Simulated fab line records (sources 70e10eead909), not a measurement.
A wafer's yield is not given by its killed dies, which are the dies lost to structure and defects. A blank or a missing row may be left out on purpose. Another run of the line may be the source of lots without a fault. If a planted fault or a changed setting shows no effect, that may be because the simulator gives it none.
The tool behind it: which one? || flow nandHarc || 9 lots, 27 wafers sampled, at 3 steps of a route of 1302

WHAT THE GAUGES SHOWED, per wafer
NHARC_A_CONTACT_INSPECT_71.
{"lot": "L074", "measured": "day 22 08:33", "on": "defectInspect-01", "rawDefectCount": "125 120 105"}
{"lot": "L078", "measured": "day 22 23:32", "on": "defectInspect-01", "rawDefectCount": "107 111 118"}
{"lot": "L079", "measured": "day 24 11:26", "on": "defectInspect-02", "rawDefectCount": "79 82 86"}
{"lot": "L080", "measured": "day 25 12:25", "on": "defectInspect-02", "rawDefectCount": "107 114 107"}
{"lot": "L084", "measured": "day 26 08:39", "on": "defectInspect-02", "rawDefectCount": "11 12 11"}
{"lot": "L087", "measured": "day 27 03:11", "on": "defectInspect-02", "rawDefectCount": "61 69 54"}
{"lot": "L091", "measured": "day 28 00:31", "on": "defectInspect-01", "rawDefectCount": "100 108 92"}
{"lot": "L088", "measured": "day 28 08:50", "on": "defectInspect-02", "rawDefectCount": "65 61 62"}
{"lot": "L096", "measured": "day 30 15:38", "on": "defectInspect-02", "rawDefectCount": "31 39 39"}

EACH LOT AND THE TOOL THAT RAN IT (in order: tool; ch and the chambers of the sampled wafers; start)
{"lot": "L074", "NHARC_A_CONTACT_ETCH_121": "harCapEtch-03 ch 0,1, day 22 02:00", "NHARC_A_CONTACT_STRIP_55": "rieDiel-11 ch 0,1,2, day 22 08:33 or earlier"}
{"lot": "L078", "NHARC_A_CONTACT_ETCH_121": "harCapEtch-02 ch 0,1, day 22 16:56", "NHARC_A_CONTACT_STRIP_55": "rieDiel-11 ch 0,1,3, day 22 23:32 or earlier"}
{"lot": "L079", "NHARC_A_CONTACT_ETCH_121": "harCapEtch-01 ch 0, day 24 04:53", "NHARC_A_CONTACT_STRIP_55": "rieDiel-05 ch 0,1, day 24 11:26 or earlier"}
{"lot": "L080", "NHARC_A_CONTACT_ETCH_121": "harCapEtch-03 ch 0,1, day 25 05:14", "NHARC_A_CONTACT_STRIP_55": "rieDiel-11 ch 0,2, day 25 12:25 or earlier"}
{"lot": "L084", "NHARC_A_CONTACT_ETCH_121": "harCapEtch-01 ch 0,1, day 25 22:31", "NHARC_A_CONTACT_STRIP_55": "rieDiel-01 ch 0,1, day 26 08:39 or earlier"}
{"lot": "L087", "NHARC_A_CONTACT_ETCH_121": "harCapEtch-03 ch 0,1, day 26 19:36", "NHARC_A_CONTACT_STRIP_55": "rieDiel-05 ch 0,1,3, day 27 03:11 or earlier"}
{"lot": "L091", "NHARC_A_CONTACT_ETCH_121": "harCapEtch-01 ch 0,1, day 27 17:56", "NHARC_A_CONTACT_STRIP_55": "rieDiel-01 ch 1,2,3, day 28 00:31 or earlier"}
{"lot": "L088", "NHARC_A_CONTACT_ETCH_121": "harCapEtch-03 ch 0,1, day 27 23:56", "NHARC_A_CONTACT_STRIP_55": "rieDiel-01 ch 0,1,3, day 28 08:50 or earlier"}
{"lot": "L096", "NHARC_A_CONTACT_ETCH_121": "harCapEtch-01 ch 0,1, day 30 09:05", "NHARC_A_CONTACT_STRIP_55": "rieDiel-01 ch 0,3, day 30 15:38 or earlier"}
- NHARC_A_CONTACT_ETCH_121: etches the open film in C4F8/O2/Ar, time 190 s, target depth 1850 nm.
- NHARC_A_CONTACT_STRIP_55: strips in O2.

THE ANSWER, worked out from the rows above alone
Rule: the usual values come from the lots themselves. Put in order of their means at a reading, lots are off if they are a third of the lots or fewer, leave a main group of 4 or more, and stand apart from it by a gap of 3 or more times the standard deviation of the main group's means; of several such gaps the widest counts. A main group whose means are all the same, to the digits that the tables above print for the reading, isn't used. Also off: a lot with no number at a reading for which 4 or more lots have one. Where the step has rows for the other lots, those lots are counted as sound.
No lot is off on any of the readings shown, so nothing can be concluded from this.

WHAT THE SIMULATOR PUT IN
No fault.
